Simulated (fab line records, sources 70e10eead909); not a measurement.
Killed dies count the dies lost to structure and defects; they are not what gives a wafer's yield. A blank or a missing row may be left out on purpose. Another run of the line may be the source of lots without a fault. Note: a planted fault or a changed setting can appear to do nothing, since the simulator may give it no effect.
fab line records :: flow nand_harc
record:
  lots: 13
  wafers: 39
  last_day: 33
route steps=1302 shown P_M0@283 P_M1@295
lots untouched by any fault: they come from a run of this same line in which no faults occurred
start_h: the number of hours between the record's first day and the start of the first shown wafer of the lot :: wait_h: hours elapsed since this lot's preceding step :: " the same as in the row above :: L1.1+2: a single row standing in for several wafers :: - no value, or no start was given :: * or withheld: withheld :: < > ~ a bound
route shown NAME@n: a module of which the file shows steps, and the number in the route of the first :: usual: average and standard deviation across the fault-free wafers :: same: alike in all rows :: chamber/n: place in a boat :: sites: readings site by site :: _std_site: the values' standard deviation :: _edge_site: inner sites' mean taken away from outer sites' mean :: radius_mm: how far each site lies from the wafer's centre :: mask NAME#n: copy n :: behind: the tool/chamber that last shaped the wafer :: hold: the reason the lot was held/the length of the hold in hours/how it ended :: device: which transistor (n, p or np) failed to switch :: end of line: the same wafers' tests at the end of the route :: step lacking rows: just its recipe :: killed: the dies lost at the first sort to structure and to defects; this is not the yield of the wafer :: map: a wafer's dies, x killed, . not, _ none there
set.NAME: setting as actually run; set.NAME@STEP: the setting as run at that earlier step :: model.NAME: the simulator's own value behind a step, which no gauge read
the route's steps for a sample of lots (tables are steps, rows are wafers)
services: the hour from which a tool's chamber was out of use, counted from the record's first day as start_h (under 0 if before that day), plus the number of hours and why
== steps ==
step: NHARC_P_M0_PRE_CLEAN_31
recipe:
  time_s: 12
  temp_c: 370
  rf_power_w: 300
  gas: NH3
usual:
  heater_power_w: 605/74
lot.wafer: L757.2
tool: pecvd-01
chamber: 2
start_h: 126.93
wait_h: 0.1
heater_power_w: 568

lot.wafer: L757.1
tool: pecvd-01
chamber: 0
start_h: 126.93
wait_h: 0.1
heater_power_w: 596

lot.wafer: L757.5
tool: pecvd-01
chamber: 1
start_h: 126.93
wait_h: 0.1
heater_power_w: 553

lot.wafer: L758.2
tool: pecvd-04
chamber: 2
start_h: 127.13
wait_h: 0.1
heater_power_w: 628

lot.wafer: L758.4
tool: pecvd-04
chamber: 0
start_h: 127.13
wait_h: 0.1
heater_power_w: 560

lot.wafer: L758.5
tool: pecvd-04
chamber: 1
start_h: 127.13
wait_h: 0.1
heater_power_w: 746

lot.wafer: L759.3
tool: pecvd-03
chamber: 0
start_h: 139.90
wait_h: 0.5
heater_power_w: 589

lot.wafer: L759.5
tool: pecvd-03
chamber: 1
start_h: 139.90
wait_h: 0.5
heater_power_w: 741

lot.wafer: L759.4
tool: pecvd-03
chamber: 0
start_h: 139.90
wait_h: 0.5
heater_power_w: 593

lot.wafer: L761.2
tool: pecvd-03
chamber: 2
start_h: 162.21
wait_h: 0.1
heater_power_w: 481

lot.wafer: L761.1
tool: pecvd-03
chamber: 0
start_h: 162.21
wait_h: 0.1
heater_power_w: 684

lot.wafer: L761.5
tool: pecvd-03
chamber: 0
start_h: 162.21
wait_h: 0.1
heater_power_w: 652

lot.wafer: L762.3
tool: pecvd-03
chamber: 2
start_h: 173.19
wait_h: 0.1
heater_power_w: 553

lot.wafer: L762.1
tool: pecvd-03
chamber: 0
start_h: 173.19
wait_h: 0.1
heater_power_w: 652

lot.wafer: L762.4
tool: pecvd-03
chamber: 2
start_h: 173.19
wait_h: 0.1
heater_power_w: 562

lot.wafer: L763.3
tool: pecvd-01
chamber: 2
start_h: 185.37
wait_h: 0.1
heater_power_w: 455

lot.wafer: L763.5
tool: pecvd-01
chamber: 2
start_h: 185.37
wait_h: 0.1
heater_power_w: 465

lot.wafer: L763.6
tool: pecvd-01
chamber: 0
start_h: 185.37
wait_h: 0.1
heater_power_w: 639

lot.wafer: L764.2
tool: pecvd-01
chamber: 2
start_h: 191.07
wait_h: 0.1
heater_power_w: 524

lot.wafer: L764.3
tool: pecvd-01
chamber: 0
start_h: 191.07
wait_h: 0.1
heater_power_w: 565

lot.wafer: L764.1
tool: pecvd-01
chamber: 1
start_h: 191.07
wait_h: 0.1
heater_power_w: 606

lot.wafer: L766.2
tool: pecvd-01
chamber: 1
start_h: 212.48
wait_h: 0.1
heater_power_w: 680

lot.wafer: L766.4
tool: pecvd-01
chamber: 0
start_h: 212.48
wait_h: 0.1
heater_power_w: 595

lot.wafer: L766.6
tool: pecvd-01
chamber: 1
start_h: 212.48
wait_h: 0.1
heater_power_w: 662

lot.wafer: L768.4
tool: pecvd-01
chamber: 2
start_h: 231.14
wait_h: 0.1
heater_power_w: 510

lot.wafer: L768.5
tool: pecvd-01
chamber: 0
start_h: 231.14
wait_h: 0.1
heater_power_w: 645

lot.wafer: L768.6
tool: pecvd-01
chamber: 1
start_h: 231.14
wait_h: 0.1
heater_power_w: 560

lot.wafer: L769.3
tool: pecvd-01
chamber: 0
start_h: 242.48
wait_h: 0.1
heater_power_w: 556

lot.wafer: L769.6
tool: pecvd-01
chamber: 0
start_h: 242.48
wait_h: 0.1
heater_power_w: 563

lot.wafer: L769.4
tool: pecvd-01
chamber: 2
start_h: 242.48
wait_h: 0.1
heater_power_w: 483

lot.wafer: L777.2
tool: pecvd-01
chamber: 0
start_h: 325.28
wait_h: 0.1
heater_power_w: 652

lot.wafer: L777.1
tool: pecvd-01
chamber: 1
start_h: 325.28
wait_h: 0.1
heater_power_w: 698

lot.wafer: L777.5
tool: pecvd-01
chamber: 2
start_h: 325.28
wait_h: 0.1
heater_power_w: 596

lot.wafer: L779.3
tool: pecvd-03
chamber: 2
start_h: 360.80
wait_h: 0.3
heater_power_w: 521

lot.wafer: L779.5
tool: pecvd-03
chamber: 2
start_h: 360.80
wait_h: 0.3
heater_power_w: 527

lot.wafer: L779.6
tool: pecvd-03
chamber: 2
start_h: 360.80
wait_h: 0.3
heater_power_w: 518

lot.wafer: L780.3
tool: pecvd-04
chamber: 1
start_h: 361.71
wait_h: 0.1
heater_power_w: 685

lot.wafer: L780.6
tool: pecvd-04
chamber: 0
start_h: 361.71
wait_h: 0.1
heater_power_w: 572

lot.wafer: L780.4
tool: pecvd-04
chamber: 1
start_h: 361.71
wait_h: 0.1
heater_power_w: 693
step: NHARC_P_M1_CD_MEAS_09
recipe:
  target_cd_nm: 130
  landing_energy_ev: 500
usual:
  cd_nm: 130.3/0.68
lot.wafer: L757.1
tool: cd_sem-01
chamber: 0
start_h: 128.23
wait_h: -
cd_nm: 129.9

lot.wafer: L757.2
tool: cd_sem-01
chamber: 0
start_h: 128.23
wait_h: -
cd_nm: 130.6

lot.wafer: L757.5
tool: cd_sem-01
chamber: 0
start_h: 128.23
wait_h: -
cd_nm: 131.0

lot.wafer: L758.2
tool: cd_sem-02
chamber: 0
start_h: 128.43
wait_h: -
cd_nm: 130.1

lot.wafer: L758.4
tool: cd_sem-02
chamber: 0
start_h: 128.43
wait_h: -
cd_nm: 130.7

lot.wafer: L758.5
tool: cd_sem-02
chamber: 0
start_h: 128.43
wait_h: -
cd_nm: 130.4

lot.wafer: L759.3
tool: cd_sem-02
chamber: 0
start_h: 141.20
wait_h: -
cd_nm: 130.2

lot.wafer: L759.4
tool: cd_sem-02
chamber: 0
start_h: 141.20
wait_h: -
cd_nm: 130.9

lot.wafer: L759.5
tool: cd_sem-02
chamber: 0
start_h: 141.20
wait_h: -
cd_nm: 130.8

lot.wafer: L761.1
tool: cd_sem-01
chamber: 0
start_h: 163.51
wait_h: -
cd_nm: 130.3

lot.wafer: L761.2
tool: cd_sem-01
chamber: 0
start_h: 163.51
wait_h: -
cd_nm: 130.8

lot.wafer: L761.5
tool: cd_sem-01
chamber: 0
start_h: 163.51
wait_h: -
cd_nm: 130.7

lot.wafer: L762.1
tool: cd_sem-01
chamber: 0
start_h: 174.52
wait_h: -
cd_nm: 130.6

lot.wafer: L762.3
tool: cd_sem-01
chamber: 0
start_h: 174.52
wait_h: -
cd_nm: 129.5

lot.wafer: L762.4
tool: cd_sem-01
chamber: 0
start_h: 174.52
wait_h: -
cd_nm: 130.6

lot.wafer: L763.3
tool: cd_sem-03
chamber: 0
start_h: 186.56
wait_h: -
cd_nm: 130.9

lot.wafer: L763.5
tool: cd_sem-03
chamber: 0
start_h: 186.56
wait_h: -
cd_nm: 130.3

lot.wafer: L763.6
tool: cd_sem-03
chamber: 0
start_h: 186.56
wait_h: -
cd_nm: 130.3

lot.wafer: L764.1
tool: cd_sem-03
chamber: 0
start_h: 192.24
wait_h: -
cd_nm: 130.9

lot.wafer: L764.2
tool: cd_sem-03
chamber: 0
start_h: 192.24
wait_h: -
cd_nm: 131.8

lot.wafer: L764.3
tool: cd_sem-03
chamber: 0
start_h: 192.24
wait_h: -
cd_nm: 131.7

lot.wafer: L766.2
tool: cd_sem-02
chamber: 0
start_h: 213.80
wait_h: -
cd_nm: 130.1

lot.wafer: L766.4
tool: cd_sem-02
chamber: 0
start_h: 213.80
wait_h: -
cd_nm: 129.6

lot.wafer: L766.6
tool: cd_sem-02
chamber: 0
start_h: 213.80
wait_h: -
cd_nm: 130.3

lot.wafer: L768.4
tool: cd_sem-01
chamber: 0
start_h: 232.31
wait_h: -
cd_nm: 130.8

lot.wafer: L768.5
tool: cd_sem-01
chamber: 0
start_h: 232.31
wait_h: -
cd_nm: 131.2

lot.wafer: L768.6
tool: cd_sem-01
chamber: 0
start_h: 232.31
wait_h: -
cd_nm: 130.8

lot.wafer: L769.3
tool: cd_sem-01
chamber: 0
start_h: 243.68
wait_h: -
cd_nm: 130.1

lot.wafer: L769.4
tool: cd_sem-01
chamber: 0
start_h: 243.68
wait_h: -
cd_nm: 130.0

lot.wafer: L769.6
tool: cd_sem-01
chamber: 0
start_h: 243.68
wait_h: -
cd_nm: 130.2

lot.wafer: L777.1
tool: cd_sem-02
chamber: 0
start_h: 326.48
wait_h: -
cd_nm: 129.3

lot.wafer: L777.2
tool: cd_sem-02
chamber: 0
start_h: 326.48
wait_h: -
cd_nm: 128.2

lot.wafer: L777.5
tool: cd_sem-02
chamber: 0
start_h: 326.48
wait_h: -
cd_nm: 129.8

lot.wafer: L780.3
tool: cd_sem-02
chamber: 0
start_h: 363.04
wait_h: -
cd_nm: 130.8

lot.wafer: L780.4
tool: cd_sem-02
chamber: 0
start_h: 363.04
wait_h: -
cd_nm: 131.1

lot.wafer: L780.6
tool: cd_sem-02
chamber: 0
start_h: 363.04
wait_h: -
cd_nm: 131.1

lot.wafer: L779.3
tool: cd_sem-03
chamber: 0
start_h: 363.24
wait_h: -
cd_nm: 129.8

lot.wafer: L779.5
tool: cd_sem-03
chamber: 0
start_h: 363.24
wait_h: -
cd_nm: 130.1

lot.wafer: L779.6
tool: cd_sem-03
chamber: 0
start_h: 363.24
wait_h: -
cd_nm: 129.7
step: NHARC_P_M1_CD_MEAS_16
usual:
  cd_nm: 130.2/0.84
lot.wafer: L757.1
tool: cd_sem-03
chamber: -
start_h: 128.72
wait_h: -
cd_nm: 129.3

lot.wafer: L757.2
tool: cd_sem-03
chamber: -
start_h: 128.72
wait_h: -
cd_nm: 130.3

lot.wafer: L757.5
tool: cd_sem-03
chamber: -
start_h: 128.72
wait_h: -
cd_nm: 129.9

lot.wafer: L758.2
tool: cd_sem-01
chamber: -
start_h: 128.92
wait_h: -
cd_nm: 130.5

lot.wafer: L758.4
tool: cd_sem-01
chamber: -
start_h: 128.92
wait_h: -
cd_nm: 130.2

lot.wafer: L758.5
tool: cd_sem-01
chamber: -
start_h: 128.92
wait_h: -
cd_nm: 129.8

lot.wafer: L759.3
tool: cd_sem-02
chamber: -
start_h: 141.69
wait_h: -
cd_nm: 130.5

lot.wafer: L759.4
tool: cd_sem-02
chamber: -
start_h: 141.69
wait_h: -
cd_nm: 130.5

lot.wafer: L759.5
tool: cd_sem-02
chamber: -
start_h: 141.69
wait_h: -
cd_nm: 130.6

lot.wafer: L761.1
tool: cd_sem-03
chamber: -
start_h: 164.01
wait_h: -
cd_nm: 130.1

lot.wafer: L761.2
tool: cd_sem-03
chamber: -
start_h: 164.01
wait_h: -
cd_nm: 130.7

lot.wafer: L761.5
tool: cd_sem-03
chamber: -
start_h: 164.01
wait_h: -
cd_nm: 129.8

lot.wafer: L762.1
tool: cd_sem-01
chamber: -
start_h: 175.02
wait_h: -
cd_nm: 130.4

lot.wafer: L762.3
tool: cd_sem-01
chamber: -
start_h: 175.02
wait_h: -
cd_nm: 129.2

lot.wafer: L762.4
tool: cd_sem-01
chamber: -
start_h: 175.02
wait_h: -
cd_nm: 130.6

lot.wafer: L763.3
tool: cd_sem-03
chamber: -
start_h: 187.05
wait_h: -
cd_nm: 130.4

lot.wafer: L763.5
tool: cd_sem-03
chamber: -
start_h: 187.05
wait_h: -
cd_nm: 130.2

lot.wafer: L763.6
tool: cd_sem-03
chamber: -
start_h: 187.05
wait_h: -
cd_nm: 130.0

lot.wafer: L764.1
tool: cd_sem-01
chamber: -
start_h: 192.73
wait_h: -
cd_nm: 131.4

lot.wafer: L764.2
tool: cd_sem-01
chamber: -
start_h: 192.73
wait_h: -
cd_nm: 132.1

lot.wafer: L764.3
tool: cd_sem-01
chamber: -
start_h: 192.73
wait_h: -
cd_nm: 132.3

lot.wafer: L766.2
tool: cd_sem-03
chamber: -
start_h: 214.29
wait_h: -
cd_nm: 130.0

lot.wafer: L766.4
tool: cd_sem-03
chamber: -
start_h: 214.29
wait_h: -
cd_nm: 130.0

lot.wafer: L766.6
tool: cd_sem-03
chamber: -
start_h: 214.29
wait_h: -
cd_nm: 130.2

lot.wafer: L768.4
tool: cd_sem-01
chamber: -
start_h: 232.86
wait_h: -
cd_nm: 131.6

lot.wafer: L768.5
tool: cd_sem-01
chamber: -
start_h: 232.86
wait_h: -
cd_nm: 131.2

lot.wafer: L768.6
tool: cd_sem-01
chamber: -
start_h: 232.86
wait_h: -
cd_nm: 131.9

lot.wafer: L769.3
tool: cd_sem-03
chamber: -
start_h: 244.17
wait_h: -
cd_nm: 130.5

lot.wafer: L769.4
tool: cd_sem-03
chamber: -
start_h: 244.17
wait_h: -
cd_nm: 129.8

lot.wafer: L769.6
tool: cd_sem-03
chamber: -
start_h: 244.17
wait_h: -
cd_nm: 130.3

lot.wafer: L777.1
tool: cd_sem-01
chamber: -
start_h: 326.97
wait_h: -
cd_nm: 128.7

lot.wafer: L777.2
tool: cd_sem-01
chamber: -
start_h: 326.97
wait_h: -
cd_nm: 128.4

lot.wafer: L777.5
tool: cd_sem-01
chamber: -
start_h: 326.97
wait_h: -
cd_nm: 129.2

lot.wafer: L780.3
tool: cd_sem-01
chamber: -
start_h: 363.53
wait_h: -
cd_nm: 130.3

lot.wafer: L780.4
tool: cd_sem-01
chamber: -
start_h: 363.53
wait_h: -
cd_nm: 130.6

lot.wafer: L780.6
tool: cd_sem-01
chamber: -
start_h: 363.53
wait_h: -
cd_nm: 131.9

lot.wafer: L779.3
tool: cd_sem-02
chamber: -
start_h: 363.74
wait_h: -
cd_nm: 130.0

lot.wafer: L779.5
tool: cd_sem-02
chamber: -
start_h: 363.74
wait_h: -
cd_nm: 130.3

lot.wafer: L779.6
tool: cd_sem-02
chamber: -
start_h: 363.74
wait_h: -
cd_nm: 130.9
step: NHARC_P_M1_ECD_22
recipe:
  target_thk_a: 4000
  bath_temp_c: 25
  material: Cu
lot.wafer: L757.1+2+5
tool: ecd_cu-02
chamber: 1,0,0
start_h: 129.79
wait_h: -

lot.wafer: L758.2+4+5
tool: ecd_cu-01
chamber: 0
start_h: 130.04
wait_h: -

lot.wafer: L759.3+4+5
tool: ecd_cu-02
chamber: 1,0,0
start_h: 142.87
wait_h: -

lot.wafer: L761.2+1+5
tool: ecd_cu-02
chamber: 1,0,0
start_h: 165.20
wait_h: -

lot.wafer: L762.1+4+3
tool: ecd_cu-02
chamber: 1,0,1
start_h: 176.28
wait_h: -

lot.wafer: L763.3+6+5
tool: ecd_cu-02
chamber: 0,0,1
start_h: 188.22
wait_h: -

lot.wafer: L764.1+2+3
tool: ecd_cu-01
chamber: 0,1,1
start_h: 193.82
wait_h: -

lot.wafer: L766.2+4+6
tool: ecd_cu-01
chamber: 0
start_h: 215.40
wait_h: -

lot.wafer: L768.4+5+6
tool: ecd_cu-01
chamber: 1,1,0
start_h: 234.21
wait_h: -

lot.wafer: L769.3+4+6
tool: ecd_cu-01
chamber: 0,1,0
start_h: 245.34
wait_h: -

lot.wafer: L777.2+1+5
tool: ecd_cu-02
chamber: 0,1,1
start_h: 328.12
wait_h: -

lot.wafer: L780.4+3+6
tool: ecd_cu-01
chamber: 1,0,1
start_h: 364.69
wait_h: -

lot.wafer: L779.3+6+5
tool: ecd_cu-02
chamber: 1,1,0
start_h: 364.90
wait_h: -
step: NHARC_P_M1_CMP_23
recipe:
  t_overpolish_s: 20
  target_thk_nm: 157.82
usual:
  motor_current_A: 11.7/1.3
  slurry_filter_dp_kPa: 13.50/0.13
  time_to_endpoint_s: 29.7/2.6
lot.wafer: L757.2
tool: cmp-03
chamber: 0
start_h: 130.52
wait_h: -
motor_current_A: 13.8
slurry_filter_dp_kPa: 13.59
time_to_endpoint_s: 24.7

lot.wafer: L757.1
tool: cmp-03
chamber: 1
start_h: 130.52
wait_h: -
motor_current_A: 10.5
slurry_filter_dp_kPa: 13.34
time_to_endpoint_s: 31.4

lot.wafer: L757.5
tool: cmp-03
chamber: 1
start_h: 130.52
wait_h: -
motor_current_A: 10.5
slurry_filter_dp_kPa: 13.41
time_to_endpoint_s: 30.0

lot.wafer: L758.4
tool: cmp-01
chamber: 1
start_h: 130.75
wait_h: -
motor_current_A: 12.4
slurry_filter_dp_kPa: 13.35
time_to_endpoint_s: 25.6

lot.wafer: L758.2
tool: cmp-01
chamber: 3
start_h: 130.75
wait_h: -
motor_current_A: 11.9
slurry_filter_dp_kPa: 13.61
time_to_endpoint_s: 26.3

lot.wafer: L758.5
tool: cmp-01
chamber: 0
start_h: 130.75
wait_h: -
motor_current_A: 10.8
slurry_filter_dp_kPa: 13.79
time_to_endpoint_s: 32.7

lot.wafer: L759.3
tool: cmp-04
chamber: 2
start_h: 143.50
wait_h: -
motor_current_A: 9.9
slurry_filter_dp_kPa: 13.49
time_to_endpoint_s: 30.3

lot.wafer: L759.4
tool: cmp-04
chamber: 0
start_h: 143.50
wait_h: -
motor_current_A: 11.1
slurry_filter_dp_kPa: 13.47
time_to_endpoint_s: 26.6

lot.wafer: L759.5
tool: cmp-04
chamber: 3
start_h: 143.50
wait_h: -
motor_current_A: 14.7
slurry_filter_dp_kPa: 13.60
time_to_endpoint_s: 24.7

lot.wafer: L761.2
tool: cmp-01
chamber: 2
start_h: 166.01
wait_h: -
motor_current_A: 12.2
slurry_filter_dp_kPa: 13.35
time_to_endpoint_s: 26.8

lot.wafer: L761.1
tool: cmp-01
chamber: 3
start_h: 166.01
wait_h: -
motor_current_A: 12.1
slurry_filter_dp_kPa: 13.52
time_to_endpoint_s: 26.0

lot.wafer: L761.5
tool: cmp-01
chamber: 1
start_h: 166.01
wait_h: -
motor_current_A: 13.5
slurry_filter_dp_kPa: 13.44
time_to_endpoint_s: 30.2

lot.wafer: L762.1
tool: cmp-03
chamber: 1
start_h: 176.96
wait_h: -
motor_current_A: 10.3
slurry_filter_dp_kPa: 13.49
time_to_endpoint_s: 34.5

lot.wafer: L762.3
tool: cmp-03
chamber: 3
start_h: 176.96
wait_h: -
motor_current_A: 11.1
slurry_filter_dp_kPa: 13.69
time_to_endpoint_s: 29.9

lot.wafer: L762.4
tool: cmp-03
chamber: 0
start_h: 176.96
wait_h: -
motor_current_A: 14.5
slurry_filter_dp_kPa: 13.64
time_to_endpoint_s: 27.4

lot.wafer: L763.3
tool: cmp-03
chamber: 0
start_h: 188.85
wait_h: -
motor_current_A: 14.0
slurry_filter_dp_kPa: 13.36
time_to_endpoint_s: 26.4

lot.wafer: L763.6
tool: cmp-03
chamber: 0
start_h: 188.85
wait_h: -
motor_current_A: 14.1
slurry_filter_dp_kPa: 13.75
time_to_endpoint_s: 27.3

lot.wafer: L763.5
tool: cmp-03
chamber: 1
start_h: 188.85
wait_h: -
motor_current_A: 10.6
slurry_filter_dp_kPa: 13.59
time_to_endpoint_s: 32.4

lot.wafer: L764.2
tool: cmp-04
chamber: 3
start_h: 194.54
wait_h: -
motor_current_A: 13.7
slurry_filter_dp_kPa: 13.56
time_to_endpoint_s: 30.5

lot.wafer: L764.1
tool: cmp-04
chamber: 0
start_h: 194.54
wait_h: -
motor_current_A: 10.7
slurry_filter_dp_kPa: 13.45
time_to_endpoint_s: 29.1

lot.wafer: L764.3
tool: cmp-04
chamber: 1
start_h: 194.54
wait_h: -
motor_current_A: 10.8
slurry_filter_dp_kPa: 13.31
time_to_endpoint_s: 32.5

lot.wafer: L766.2
tool: cmp-01
chamber: 1
start_h: 216.13
wait_h: -
motor_current_A: 11.8
slurry_filter_dp_kPa: 13.40
time_to_endpoint_s: 29.0

lot.wafer: L766.4
tool: cmp-01
chamber: 2
start_h: 216.13
wait_h: -
motor_current_A: 12.4
slurry_filter_dp_kPa: 13.54
time_to_endpoint_s: 31.2

lot.wafer: L766.6
tool: cmp-01
chamber: 0
start_h: 216.13
wait_h: -
motor_current_A: 11.4
slurry_filter_dp_kPa: 13.38
time_to_endpoint_s: 33.5

lot.wafer: L768.4
tool: cmp-01
chamber: 1
start_h: 234.86
wait_h: -
motor_current_A: 12.4
slurry_filter_dp_kPa: 13.49
time_to_endpoint_s: 31.0

lot.wafer: L768.6
tool: cmp-01
chamber: 0
start_h: 234.86
wait_h: -
motor_current_A: 11.4
slurry_filter_dp_kPa: 13.76
time_to_endpoint_s: 16.9

lot.wafer: L768.5
tool: cmp-01
chamber: 1
start_h: 234.86
wait_h: -
motor_current_A: 12.4
slurry_filter_dp_kPa: 13.37
time_to_endpoint_s: 15.6

lot.wafer: L769.3
tool: cmp-03
chamber: 2
start_h: 245.98
wait_h: -
motor_current_A: 12.2
slurry_filter_dp_kPa: 13.46
time_to_endpoint_s: 29.1

lot.wafer: L769.4
tool: cmp-03
chamber: 3
start_h: 245.98
wait_h: -
motor_current_A: 10.8
slurry_filter_dp_kPa: 13.45
time_to_endpoint_s: 31.3

lot.wafer: L769.6
tool: cmp-03
chamber: 1
start_h: 245.98
wait_h: -
motor_current_A: 10.1
slurry_filter_dp_kPa: 13.56
time_to_endpoint_s: 17.5

lot.wafer: L777.1
tool: cmp-01
chamber: 1
start_h: 328.87
wait_h: -
motor_current_A: 12.0
slurry_filter_dp_kPa: 13.63
time_to_endpoint_s: 30.6

lot.wafer: L777.2
tool: cmp-01
chamber: 2
start_h: 328.87
wait_h: -
motor_current_A: 13.4
slurry_filter_dp_kPa: 13.40
time_to_endpoint_s: 29.4

lot.wafer: L777.5
tool: cmp-01
chamber: 2
start_h: 328.87
wait_h: -
motor_current_A: 12.3
slurry_filter_dp_kPa: 13.43
time_to_endpoint_s: 27.9

lot.wafer: L780.3
tool: cmp-03
chamber: 3
start_h: 365.31
wait_h: -
motor_current_A: 10.7
slurry_filter_dp_kPa: 13.30
time_to_endpoint_s: 28.5

lot.wafer: L780.4
tool: cmp-03
chamber: 1
start_h: 365.31
wait_h: -
motor_current_A: 10.7
slurry_filter_dp_kPa: 13.56
time_to_endpoint_s: 29.6

lot.wafer: L780.6
tool: cmp-03
chamber: 3
start_h: 365.31
wait_h: -
motor_current_A: 11.2
slurry_filter_dp_kPa: 13.81
time_to_endpoint_s: 27.1

lot.wafer: L779.3
tool: cmp-04
chamber: 1
start_h: 365.62
wait_h: -
motor_current_A: 11.2
slurry_filter_dp_kPa: 13.31
time_to_endpoint_s: 30.8

lot.wafer: L779.6
tool: cmp-04
chamber: 2
start_h: 365.62
wait_h: -
motor_current_A: 10.0
slurry_filter_dp_kPa: 13.33
time_to_endpoint_s: 31.1

lot.wafer: L779.5
tool: cmp-04
chamber: 3
start_h: 365.62
wait_h: -
motor_current_A: 13.4
slurry_filter_dp_kPa: 13.56
time_to_endpoint_s: 29.3
== services ==
tool: pecvd-01
chamber: -
start_h: 130.00
hours: 13.0
kind: pm

tool: cmp-03
chamber: -
start_h: 137.98
hours: 0.3
kind: repair

tool: ecd_cu-02
chamber: -
start_h: 145.38
hours: 1.9
kind: repair

tool: cmp-01
chamber: -
start_h: 158.45
hours: 2.6
kind: repair

tool: ecd_cu-01
chamber: -
start_h: 160.00
hours: 8.0
kind: pm

tool: cmp-03
chamber: -
start_h: 162.13
hours: 4.0
kind: pm

tool: cmp-03
chamber: -
start_h: 169.38
hours: 0.4
kind: repair

tool: cmp-01
chamber: -
start_h: 183.92
hours: 0.7
kind: repair

tool: pecvd-03
chamber: -
start_h: 185.18
hours: 13.0
kind: pm

tool: cmp-01
chamber: -
start_h: 185.67
hours: 4.0
kind: pm

tool: pecvd-01
chamber: -
start_h: 216.90
hours: 0.4
kind: repair

tool: ecd_cu-01
chamber: -
start_h: 225.51
hours: 2.1
kind: repair

tool: ecd_cu-02
chamber: -
start_h: 244.00
hours: 8.0
kind: pm

tool: cmp-01
chamber: -
start_h: 245.15
hours: 0.9
kind: repair

tool: cmp-03
chamber: -
start_h: 260.13
hours: 4.0
kind: pm

tool: cmp-01
chamber: -
start_h: 283.67
hours: 4.0
kind: pm

tool: pecvd-01
chamber: -
start_h: 311.00
hours: 13.0
kind: pm

tool: pecvd-03
chamber: 2
start_h: 327.96
hours: 6.3
kind: repair

tool: ecd_cu-01
chamber: -
start_h: 336.00
hours: 8.0
kind: pm

tool: pecvd-03
chamber: 1
start_h: 339.70
hours: 24.6
kind: repair

tool: cmp-03
chamber: -
start_h: 353.46
hours: 0.5
kind: repair

tool: pecvd-01
chamber: 0
start_h: 354.38
hours: 8.9
kind: repair

tool: cmp-03
chamber: -
start_h: 354.48
hours: 1.9
kind: repair

tool: cmp-03
chamber: -
start_h: 358.13
hours: 4.0
kind: pm
== key ==
first_sign:
  step: NHARC_P_M1_CMP_23
  reading: time_to_endpoint_s
  direction: down
  sigmas: 5
  usual: *
  struck: *
effect none on later readings
met_at NHARC_P_M1_ECD_22
struck_lots L768,L769
struck_wafers L768.5,L768.6,L769.6
not_acting_at NHARC_P_M0_PRE_CLEAN_31,NHARC_P_M1_CD_MEAS_09,NHARC_P_M1_CD_MEAS_16
onset_between 215.40 234.21
fault:
  kind: process_parameter_drift
  tool: ecd_cu-01
  chamber: -
  onset_h: 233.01
  steps: NHARC_P_M1_ECD_22
  channel: target_thk_a
  offset: *
  shape: step
  end_h: 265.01
  scope: struck_wafers_only
  acts_in: *
  stated: *
